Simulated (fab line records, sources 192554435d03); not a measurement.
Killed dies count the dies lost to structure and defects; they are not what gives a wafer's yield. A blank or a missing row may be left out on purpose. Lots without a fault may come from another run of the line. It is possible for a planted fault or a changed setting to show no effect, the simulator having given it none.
fab line records ; flow n5_finfet
[record] lots = 6; wafers = 18; last_day = 17
route steps=1938 shown BEOL_M4@1052
lots untouched by any fault: they come from a run of this same line in which no faults occurred
start_h: start of the lot's first displayed wafer, in hours after the record's first day ; wait_h: hours since the lot's step before ; " unchanged from the row above ; L1.1+2: a single row standing in for several wafers ; - either no value or no given start ; * or withheld: withheld ; < > ~ a bound
route shown NAME@n: NAME is a module with steps in the file, n the number in the route of the first one ; usual: average and standard deviation across the fault-free wafers ; same: alike in all rows ; chamber/n: place in a boat ; sites: the reading at each site ; _std_site: the values' standard deviation ; _edge_site: the outer-site mean with the inner-site mean subtracted ; radius_mm: how far each site lies from the wafer's centre ; mask NAME#n: copy n ; behind: tool/chamber where the wafer was last shaped ; hold: reason for holding the lot/hours on hold/outcome of the hold ; device: names the non-switching transistor (n, p or np) ; end of line: tests of these same wafers at the route's end ; where a step has no rows: the recipe by itself ; killed: count of dies lost to structure and defects at first sort (not the wafer's yield) ; map: the dies of a wafer, with x for killed, . for not killed, _ for no die there
set.NAME: the setting the step ran with; set.NAME@STEP: the setting that earlier step ran with ; model.NAME: the simulator's own value behind a step, which no gauge read
lots at selected steps of the route; one table per step, one row per wafer
services: when a tool's chamber went out of use (start_h, in hours from the record's first day, below 0 if earlier), for how many hours, and the reason
[[steps]]
[step N5_BEOL_M4_SOFTBAKE_23]
[recipe] temp_c = 110; time_s = 60; resist = CAR-EUV
[step N5_BEOL_M4_EXPOSE_25]
[recipe] mask_id = V3; na = 0.33; source_shape = quasar; sigma_inner = 0.2; sigma_outer = 0.8; polarization = unpolarized; defocus_nm = 5; dose_mj = 63
[step N5_BEOL_M4_PEB_26]
[recipe] peb_temp_c = 100; peb_time_s = 60; resist = CAR-EUV
[step N5_BEOL_M4_DEVELOP_27]
[recipe] develop_time_s = 30; developer = TMAH; resist = CAR-EUV; rinse_liquid = surfactant_rinse; dry = air_spin; dev_temp_c = 23
[step N5_BEOL_M4_CD_MEAS_28]
[recipe] target_cd_nm = 26.2; landing_energy_ev = 500; detector = se_inlens; target_cd_y_nm = 24.1; polarity = opening
[usual] cd_nm = 26.16/0.23
lot.wafer;tool;chamber;start_h;wait_h;cd_nm
L295.2;cd_sem-03;0;167.17;-;26.12
L295.3;cd_sem-03;0;167.17;-;26.30
L295.6;cd_sem-03;0;167.17;-;25.98
L297.1;cd_sem-01;0;168.07;-;26.04
L297.5;cd_sem-01;0;168.07;-;26.51
L297.6;cd_sem-01;0;168.07;-;26.08
L296.1;cd_sem-01;0;176.60;-;26.15
L296.2;cd_sem-01;0;176.60;-;26.00
L296.4;cd_sem-01;0;176.60;-;26.10
L298.2;cd_sem-01;0;184.47;-;25.73
L298.3;cd_sem-01;0;184.47;-;26.21
L298.6;cd_sem-01;0;184.47;-;26.04
L307.4;cd_sem-02;0;246.32;-;26.26
L307.5;cd_sem-02;0;246.32;-;25.61
L307.6;cd_sem-02;0;246.32;-;26.01
L314.2;cd_sem-03;0;286.76;-;26.05
L314.5;cd_sem-03;0;286.76;-;26.00
L314.6;cd_sem-03;0;286.76;-;26.46
[step N5_BEOL_M4_OVL_MEAS_29]
[recipe] points_per_wafer = 522
[usual] V3_OVL = -0.3/0.68
lot.wafer;tool;chamber;start_h;wait_h;V3_OVL[nm]
L295.2;overlay-01;0;167.20;0.0;-0.7
L295.3;overlay-01;0;167.20;0.0;0.2
L295.6;overlay-01;0;167.20;0.0;0.5
L297.1;overlay-01;0;168.10;0.0;-0.3
L297.5;overlay-01;0;168.10;0.0;-0.8
L297.6;overlay-01;0;168.10;0.0;-1.0
L296.1;overlay-01;0;176.63;0.0;-0.3
L296.2;overlay-01;0;176.63;0.0;-0.5
L296.4;overlay-01;0;176.63;0.0;-0.4
L298.2;overlay-02;0;184.51;0.0;-0.7
L298.3;overlay-02;0;184.51;0.0;-0.6
L298.6;overlay-02;0;184.51;0.0;0.1
L307.4;overlay-01;0;246.36;0.0;-0.1
L307.5;overlay-01;0;246.36;0.0;-0.3
L307.6;overlay-01;0;246.36;0.0;-0.2
L314.2;overlay-02;0;286.79;0.0;-1.3
L314.5;overlay-02;0;286.79;0.0;-1.9
L314.6;overlay-02;0;286.79;0.0;0.1
[step N5_BEOL_M4_INSPECT_30]
[recipe] mode = adi; inspect_instrument = brightfield
[usual] raw_defect_count = 444/120
lot.wafer;tool;chamber;start_h;wait_h;raw_defect_count
L295.2;defect_inspect-02;-;167.26;0.0;293
L295.3;defect_inspect-02;-;167.26;0.0;315
L295.6;defect_inspect-02;-;167.26;0.0;434
L297.1;defect_inspect-01;-;168.16;0.1;583
L297.5;defect_inspect-01;-;168.16;0.1;428
L297.6;defect_inspect-01;-;168.16;0.1;459
L296.1;defect_inspect-01;-;176.69;0.1;573
L296.2;defect_inspect-01;-;176.69;0.1;494
L296.4;defect_inspect-01;-;176.69;0.1;555
L298.2;defect_inspect-01;-;184.56;0.0;648
L298.3;defect_inspect-01;-;184.56;0.0;459
L298.6;defect_inspect-01;-;184.56;0.0;572
L307.4;defect_inspect-01;-;246.41;0.0;346
L307.5;defect_inspect-01;-;246.41;0.0;402
L307.6;defect_inspect-01;-;246.41;0.0;410
L314.2;defect_inspect-01;-;286.84;0.0;536
L314.5;defect_inspect-01;-;286.84;0.0;514
L314.6;defect_inspect-01;-;286.84;0.0;405
[step N5_BEOL_M4_DESCUM_33]
[recipe] chemistry = O2; time_s = 7; source_power_w = 50; bias_power_w = 20; pressure_mtorr = 20; rf_frequency_hz = 2.712e+07; temp_c = 40; resist = CAR-EUV; o2_flow_sccm = 225
[usual] drypump_motor_current_A = 5.8/0.39; oes_product_au = 0.82/0.081; rf_vpp_V = 243.7/1.3; showerhead_plenum_p_Torr = 2.13/0.065; throttle_valve_pct = 20.25/0.25
lot.wafer;tool;chamber;start_h;wait_h;drypump_motor_current_A;oes_product_au;rf_hours_counter_h;rf_vpp_V;showerhead_plenum_p_Torr;throttle_valve_pct
L295.2;rie_diel-04;1;167.41;0.2;6.0;0.86;55;244.7;2.13;19.95
L295.3;rie_diel-04;2;167.41;0.2;5.9;0.81;90;243.4;2.11;20.61
L295.6;rie_diel-04;0;167.41;0.2;5.4;0.87;-;244.3;2.13;20.33
L297.1;rie_diel-05;3;168.20;0.0;5.9;0.66;239;242.2;2.06;20.58
L297.5;rie_diel-05;3;168.20;0.0;5.9;0.66;-;241.6;2.06;20.58
L297.6;rie_diel-05;2;168.20;0.0;5.8;0.93;-;244.3;2.14;19.82
L296.1;rie_diel-04;1;176.73;0.0;6.0;0.87;57;243.0;2.13;19.96
L296.2;rie_diel-04;2;176.73;0.0;5.9;0.81;91;245.4;2.11;20.62
L296.4;rie_diel-04;0;176.73;0.0;5.4;0.88;50;244.0;2.13;20.34
L298.2;rie_diel-05;0;184.60;0.0;5.1;0.91;17;244.1;2.23;20.40
L298.3;rie_diel-05;3;184.60;0.0;5.9;0.67;244;242.4;2.06;20.60
L298.6;rie_diel-05;0;184.60;0.0;5.0;0.91;-;246.0;2.23;20.40
L307.4;rie_diel-04;2;246.44;0.0;5.8;0.79;116;243.2;2.11;20.66
L307.5;rie_diel-04;1;246.44;0.0;6.0;0.82;-;243.8;2.12;20.01
L307.6;rie_diel-04;2;246.44;0.0;5.9;0.80;-;243.1;2.11;20.65
L314.2;rie_diel-04;1;286.88;0.0;6.0;0.79;98;243.2;2.11;20.02
L314.5;rie_diel-04;3;286.88;0.0;5.6;0.87;-;243.5;2.13;20.07
L314.6;rie_diel-04;2;286.88;0.0;6.0;0.76;-;243.8;2.10;20.66
[step N5_BEOL_M4_ETCH_77]
[recipe] chemistry = N2/H2; target = underlayer; target_depth_a = 65; mask_material = CAR-EUV; time_s = 5.2; ion_energy_ev = 200; pressure_mtorr = 30; source_w = 840; bias_w = 150; n2_flow_sccm = 200; h2_flow_sccm = 200; ends = cleared
[usual] drypump_motor_current_A = 5.8/0.39; etch_rf_on_time_s = 5.17/0.065; oes_product_au = 0.70/0.068; rf_vpp_V = 525.1/2.5; showerhead_plenum_p_Torr = 2.58/0.08; throttle_valve_pct = 17.66/0.25
lot.wafer;tool;chamber;start_h;wait_h;drypump_motor_current_A;etch_rf_on_time_s;oes_product_au;rf_hours_counter_h;rf_vpp_V;showerhead_plenum_p_Torr;throttle_valve_pct
L295.2;rie_diel-04;1;167.45;0.0;6.0;5.10;0.73;55;524.1;2.59;17.40
L295.3;rie_diel-04;2;167.45;0.0;5.9;5.10;0.69;90;525.8;2.57;18.05
L295.6;rie_diel-04;0;167.45;0.0;5.5;5.18;0.75;-;521.0;2.58;17.64
L297.1;rie_diel-05;3;168.23;0.0;5.9;5.24;0.57;239;523.2;2.51;18.03
L297.5;rie_diel-05;3;168.23;0.0;5.9;5.24;0.57;-;524.0;2.51;18.02
L297.6;rie_diel-05;2;168.23;0.0;5.8;5.17;0.79;-;528.0;2.60;17.17
L296.1;rie_diel-04;1;176.76;0.0;6.0;5.13;0.73;57;525.0;2.59;17.38
L296.2;rie_diel-04;2;176.76;0.0;5.9;5.15;0.68;91;525.0;2.57;18.06
L296.4;rie_diel-04;0;176.76;0.0;5.4;5.15;0.74;50;524.0;2.58;17.63
L298.2;rie_diel-05;0;184.63;0.0;5.1;5.13;0.77;17;529.0;2.72;17.88
L298.3;rie_diel-05;3;184.63;0.0;5.9;5.26;0.56;244;525.1;2.51;18.04
L298.6;rie_diel-05;0;184.63;0.0;5.1;5.10;0.77;-;529.9;2.71;17.87
L307.4;rie_diel-04;2;246.47;0.0;5.9;5.17;0.67;116;525.6;2.56;18.09
L307.5;rie_diel-04;1;246.47;0.0;6.0;5.15;0.69;-;525.6;2.58;17.44
L307.6;rie_diel-04;2;246.47;0.0;5.9;5.20;0.66;-;525.4;2.56;18.10
L314.2;rie_diel-04;1;286.91;0.0;6.0;5.20;0.68;98;523.4;2.57;17.48
L314.5;rie_diel-04;3;286.91;0.0;5.6;5.13;0.73;-;525.6;2.58;17.52
L314.6;rie_diel-04;2;286.91;0.0;5.9;5.15;0.66;-;525.1;2.55;18.12
[step N5_BEOL_M4_ETCH_69]
[recipe] chemistry = CF4; target = SiARC; target_depth_a = 156; mask_material = CAR-EUV; time_s = 26; ion_energy_ev = 80; pressure_mtorr = 40; source_w = 545; bias_w = 36; Ar_flow_sccm = 100; cf4_flow_sccm = 100; ends = cleared
[usual] drypump_motor_current_A = 5.8/0.39; etch_rf_on_time_s = 25.9/0.33; oes_product_au = 0.70/0.069; rf_vpp_V = 184.3/1.1; showerhead_plenum_p_Torr = 2.17/0.064; throttle_valve_pct = 15.44/0.23
lot.wafer;tool;chamber;start_h;wait_h;drypump_motor_current_A;etch_rf_on_time_s;oes_product_au;rf_hours_counter_h;rf_vpp_V;showerhead_plenum_p_Torr;throttle_valve_pct
L295.2;rie_diel-04;1;167.46;0.0;6.0;25.7;0.73;55;183.5;2.18;15.21
L295.3;rie_diel-04;2;167.46;0.0;5.9;25.8;0.69;90;184.1;2.16;15.72
L295.6;rie_diel-04;0;167.46;0.0;5.4;26.2;0.74;-;183.7;2.18;15.50
L297.1;rie_diel-05;3;168.25;0.0;5.9;26.2;0.57;239;182.4;2.11;15.82
L297.5;rie_diel-05;3;168.25;0.0;5.9;26.2;0.57;-;184.6;2.11;15.79
L297.6;rie_diel-05;2;168.25;0.0;5.8;25.4;0.79;-;184.5;2.18;15.02
L296.1;rie_diel-04;1;176.78;0.0;6.0;25.6;0.74;57;183.1;2.18;15.20
L296.2;rie_diel-04;2;176.78;0.0;5.9;25.7;0.69;91;185.0;2.16;15.73
L296.4;rie_diel-04;0;176.78;0.0;5.4;25.9;0.75;50;184.5;2.18;15.50
L298.2;rie_diel-05;0;184.65;0.0;5.0;26.1;0.77;17;186.3;2.27;15.52
L298.3;rie_diel-05;3;184.65;0.0;5.9;26.7;0.56;244;184.8;2.11;15.80
L298.6;rie_diel-05;0;184.65;0.0;5.1;25.9;0.77;-;185.9;2.27;15.51
L307.4;rie_diel-04;2;246.49;0.0;5.9;25.4;0.67;116;185.1;2.15;15.78
L307.5;rie_diel-04;1;246.49;0.0;6.0;25.6;0.71;-;184.7;2.17;15.26
L307.6;rie_diel-04;2;246.49;0.0;5.9;25.5;0.67;-;185.6;2.15;15.78
L314.2;rie_diel-04;1;286.93;0.0;6.0;26.0;0.69;98;184.2;2.16;15.30
L314.5;rie_diel-04;3;286.93;0.0;5.6;25.7;0.74;-;185.4;2.17;15.28
L314.6;rie_diel-04;2;286.93;0.0;5.9;25.8;0.66;-;183.9;2.15;15.80
[step N5_BEOL_M4_ALD_98]
[recipe] material = SiO2; target_thk_a = 25; temp_c = 100; ald_precursor_family = BDEAS; ald_co_reactant = O2-plasma; pulse_time_s = 1; co_reactant_pulse_time_s = 1; purge_time_s = 2; co_reactant_purge_time_s = 2; ald_cycles = 17; pressure_torr = 2
[usual] heater_power_w = 77/8.5; precursor_pulse_height_rel = 0.997/0.019
lot.wafer;tool;chamber;start_h;wait_h;heater_power_w;precursor_pulse_height_rel
L295.2;ald_sin-04;3;167.55;0.1;69;1.012
L295.3;ald_sin-04;1;167.55;0.1;88;1.006
L295.6;ald_sin-04;2;167.55;0.1;82;1.002
L297.1;ald_sin-04;3;168.33;0.1;68;1.013
L297.5;ald_sin-04;1;168.33;0.1;87;0.981
L297.6;ald_sin-04;2;168.33;0.1;84;1.007
L296.1;ald_sin-03;2;177.14;0.3;60;1.018
L296.2;ald_sin-03;3;177.14;0.3;71;1.006
L296.4;ald_sin-03;1;177.14;0.3;73;0.996
L298.2;ald_sin-03;2;184.77;0.1;61;1.003
L298.3;ald_sin-03;1;184.77;0.1;74;1.003
L298.6;ald_sin-03;3;184.77;0.1;70;1.004
L307.4;ald_sin-03;0;246.57;0.1;80;0.988
L307.5;ald_sin-03;2;246.57;0.1;63;0.977
L307.6;ald_sin-03;3;246.57;0.1;69;0.993
L314.2;ald_sin-03;2;287.01;0.1;63;0.972
L314.5;ald_sin-03;2;287.01;0.1;63;1.014
L314.6;ald_sin-03;1;287.01;0.1;73;1.003
[step N5_BEOL_M4_ETCHBACK_99]
[recipe] chemistry = CHF3; target = SiO2; target_depth_a = 50; time_s = 10.4; source_w = 215; bias_w = 47; Ar_flow_sccm = 200; CHF3_flow_sccm = 12; ion_energy_ev = 100; pressure_mtorr = 30
[usual] drypump_motor_current_A = 5.8/0.4; oes_product_au = 0.83/0.08; rf_vpp_V = 242.0/2.4; showerhead_plenum_p_Torr = 2.19/0.061; throttle_valve_pct = 16.88/0.25
lot.wafer;tool;chamber;start_h;wait_h;drypump_motor_current_A;oes_product_au;rf_hours_counter_h;rf_vpp_V;showerhead_plenum_p_Torr;throttle_valve_pct
L295.2;rie_diel-04;2;175.79;8.2;6.0;0.81;91;242.8;2.17;17.20
L295.3;rie_diel-04;1;175.79;8.2;6.0;0.86;57;241.9;2.19;16.66
L295.6;rie_diel-04;3;175.79;8.2;5.5;0.96;-;243.4;2.20;16.65
L297.1;rie_diel-04;3;178.80;10.4;5.6;0.96;6;242.9;2.20;16.66
L297.5;rie_diel-04;2;178.80;10.4;5.9;0.82;-;242.0;2.17;17.20
L297.6;rie_diel-04;1;178.80;10.4;6.0;0.87;-;241.7;2.19;16.65
L296.1;rie_diel-04;2;181.93;4.7;5.9;0.81;93;242.7;2.17;17.21
L296.2;rie_diel-04;1;181.93;4.7;6.0;0.86;58;242.7;2.19;16.67
L296.4;rie_diel-04;0;181.93;4.7;5.4;0.86;51;245.6;2.19;16.95
L298.2;rie_diel-05;0;184.93;0.1;5.0;0.90;17;239.6;2.29;17.02
L298.3;rie_diel-05;1;184.93;0.1;5.7;0.74;139;244.3;2.25;16.90
L298.6;rie_diel-05;3;184.93;0.1;5.9;0.65;-;241.5;2.12;17.27
L307.4;rie_diel-06;3;256.32;9.7;6.6;1.00;1;243.2;2.29;16.38
L307.5;rie_diel-06;0;256.32;9.7;5.9;0.71;-;237.0;2.14;16.95
L307.6;rie_diel-06;3;256.32;9.7;6.6;1.00;-;243.1;2.29;16.37
L314.2;rie_diel-06;3;291.54;4.5;6.6;0.94;14;242.6;2.29;16.40
L314.5;rie_diel-06;3;291.54;4.5;6.6;0.95;-;243.6;2.28;16.40
L314.6;rie_diel-06;1;291.54;4.5;6.5;0.83;-;239.6;2.26;17.01
[step N5_BEOL_M4_ETCH_70]
[recipe] chemistry = N2/H2; target = SOC; target_depth_a = 800; overetch_a = 240; mask_material = SiARC; temp_c = 40; time_s = 130; ion_energy_ev = 200; pressure_mtorr = 30; source_w = 840; bias_w = 150; n2_flow_sccm = 200; h2_flow_sccm = 200
[usual] drypump_motor_current_A = 5.9/0.4; oes_product_au = 0.61/0.056; rf_vpp_V = 525.2/2.1; showerhead_plenum_p_Torr = 2.59/0.075; throttle_valve_pct = 17.61/0.26
lot.wafer;tool;chamber;start_h;wait_h;drypump_motor_current_A;oes_product_au;rf_hours_counter_h;rf_vpp_V;showerhead_plenum_p_Torr;throttle_valve_pct;model.SiARC_of_BEOL_M4_COAT_68.thk_nm
L295.2;rie_diel-04;2;175.83;0.0;5.9;0.60;91;525.0;2.57;18.02;5.6
L295.3;rie_diel-04;1;175.83;0.0;6.0;0.62;57;524.4;2.59;17.36;5.8
L295.6;rie_diel-04;3;175.83;0.0;5.6;0.70;-;525.2;2.60;17.39;5.6
L297.1;rie_diel-04;3;178.84;0.0;5.6;0.70;6;526.3;2.60;17.40;6.8
L297.5;rie_diel-04;2;178.84;0.0;5.9;0.59;-;524.1;2.57;18.02;7
L297.6;rie_diel-04;1;178.84;0.0;6.0;0.62;-;527.0;2.59;17.36;7
L296.1;rie_diel-04;2;181.96;0.0;6.0;0.59;93;523.1;2.57;18.03;7
L296.2;rie_diel-04;1;181.96;0.0;6.0;0.63;58;525.3;2.59;17.34;5.8
L296.4;rie_diel-04;0;181.96;0.0;5.4;0.64;51;526.5;2.58;17.59;5.8
L298.2;rie_diel-05;0;184.97;0.0;5.1;0.67;17;527.9;2.71;17.82;5.8
L298.3;rie_diel-05;1;184.97;0.0;5.7;0.54;139;527.2;2.66;17.59;5.8
L298.6;rie_diel-05;3;184.97;0.0;5.9;0.49;-;522.0;2.51;17.98;6
L307.4;rie_diel-06;3;256.35;0.0;6.6;0.73;1;528.9;2.72;17.18;5.6
L307.5;rie_diel-06;0;256.35;0.0;5.9;0.52;-;524.0;2.53;17.65;6
L307.6;rie_diel-06;3;256.35;0.0;6.6;0.73;-;529.1;2.72;17.17;5.6
L314.2;rie_diel-06;3;291.57;0.0;6.6;0.69;14;527.0;2.71;17.21;5.6
L314.5;rie_diel-06;3;291.57;0.0;6.6;0.69;-;528.2;2.71;17.18;5.6
L314.6;rie_diel-06;1;291.57;0.0;6.5;0.60;-;525.7;2.68;17.78;5.8
[step N5_BEOL_M4_STRIP_71]
[recipe] chemistry = N2/H2; temp_c = 40; n2_flow_sccm = 200; h2_flow_sccm = 200; rf_frequency_hz = 6e+07
[step N5_BEOL_M4_RC_MEAS_101]
[usual] DIBL_N = 36.3/1.4; DIBL_P = 36.2/1.5; IOFF_N = 0.160/0.021; IOFF_P = 0.211/0.027; ION_N = 676/7.7; ION_P = 463/5.5; SS_N = 71.4/0.57; SS_P = 73.3/0.58; VT_N = 249.3/2.5; VT_P = -250.1/2.6
lot.wafer;tool;chamber;start_h;wait_h;DIBL_N[mV/V];DIBL_P[mV/V];IOFF_N[nA/um];IOFF_P[nA/um];ION_N[uA/um];ION_P[uA/um];SS_N[mV/dec];SS_P[mV/dec];VT_N[mV];VT_P[mV]
L295.2;prober-01;0;181.69;0.2;38.7;38.4;0.179;0.243;674;463;71.8;73.8;248.3;-248.6
L295.3;prober-01;0;181.69;0.2;39.5;39.5;0.202;0.268;682;467;72.1;74.0;244.0;-247.0
L295.6;prober-01;0;181.69;0.2;38.9;38.5;0.187;0.254;680;465;71.6;73.5;246.7;-246.5
L297.1;prober-02;0;183.55;0.0;39.3;40.3;0.204;0.276;684;468;72.2;74.4;247.3;-245.4
L297.5;prober-02;0;183.55;0.0;37.5;37.0;0.157;0.220;679;463;71.8;74.5;250.5;-245.8
L297.6;prober-02;0;183.55;0.0;37.5;37.4;0.174;0.225;678;458;71.0;74.0;248.4;-248.4
L296.1;prober-01;0;186.17;0.0;35.0;34.9;0.153;0.194;679;465;71.6;73.1;251.5;-250.2
L296.2;prober-01;0;186.17;0.0;38.0;39.2;0.222;0.272;688;474;72.5;73.7;245.6;-248.3
L296.4;prober-01;0;186.17;0.0;36.8;37.9;0.192;0.233;690;462;71.9;73.1;247.1;-247.0
L298.2;prober-02;0;189.22;0.2;36.8;37.2;0.173;0.187;680;459;71.1;72.8;248.1;-253.8
L298.3;prober-02;0;189.22;0.2;36.9;38.3;0.183;0.199;684;463;71.6;73.1;245.8;-252.4
L298.6;prober-02;0;189.22;0.2;36.9;37.6;0.168;0.188;679;464;70.8;72.3;247.7;-256.4
L307.4;prober-01;0;261.02;0.5;35.5;35.5;0.155;0.215;680;468;71.2;73.2;253.7;-250.6
L307.5;prober-01;0;261.02;0.5;34.2;35.0;0.144;0.199;676;468;70.8;72.9;249.9;-249.5
L307.6;prober-01;0;261.02;0.5;35.5;35.8;0.159;0.211;679;468;71.2;73.4;251.2;-249.6
L314.2;prober-02;0;297.07;0.2;36.4;37.7;0.155;0.221;668;462;71.0;73.7;248.5;-249.1
L314.5;prober-02;0;297.07;0.2;34.5;35.2;0.124;0.180;679;466;70.7;72.7;250.1;-251.3
L314.6;prober-02;0;297.07;0.2;34.5;36.1;0.126;0.186;667;460;71.2;73.0;251.4;-252.6
[[services]]
tool;chamber;start_h;hours;kind
rie_diel-05;3;204.47;-;clean
rie_diel-05;3;204.47;-;consumable_replace:focus_ring
rie_diel-05;3;204.47;40.2;scheduled_down
rie_diel-05;3;204.47;40.2;vent_cycle
rie_diel-06;3;228.27;-;clean
rie_diel-06;3;228.27;-;consumable_replace:focus_ring
rie_diel-06;3;228.27;-;consumable_replace:showerhead
rie_diel-06;3;228.27;22.3;scheduled_down
rie_diel-06;3;228.27;22.3;vent_cycle
ald_sin-04;2;254.60;6.7;repair
ald_sin-04;0;263.76;4.9;repair
ald_sin-03;3;265.01;4.2;repair
ald_sin-03;-;267.83;1.2;repair
[[key]]
first_sign none at tools or gauges
[model_effect] step = N5_BEOL_M4_ETCH_70; value = SiARC_of_BEOL_M4_COAT_68.thk_nm; without = 5.7; struck = 6.95
met_at N5_BEOL_M4_ETCH_70
struck_wafers L296.1,L297.1,L297.5,L297.6
onset_between 175.83 178.84
[fault] kind = process_parameter_drift; tool = rie_diel-04; chamber = -; onset_h = 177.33; steps = N5_BEOL_M4_ETCH_70; channel = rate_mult; offset = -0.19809; shape = step; end_h = 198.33; scope = struck_wafers_only
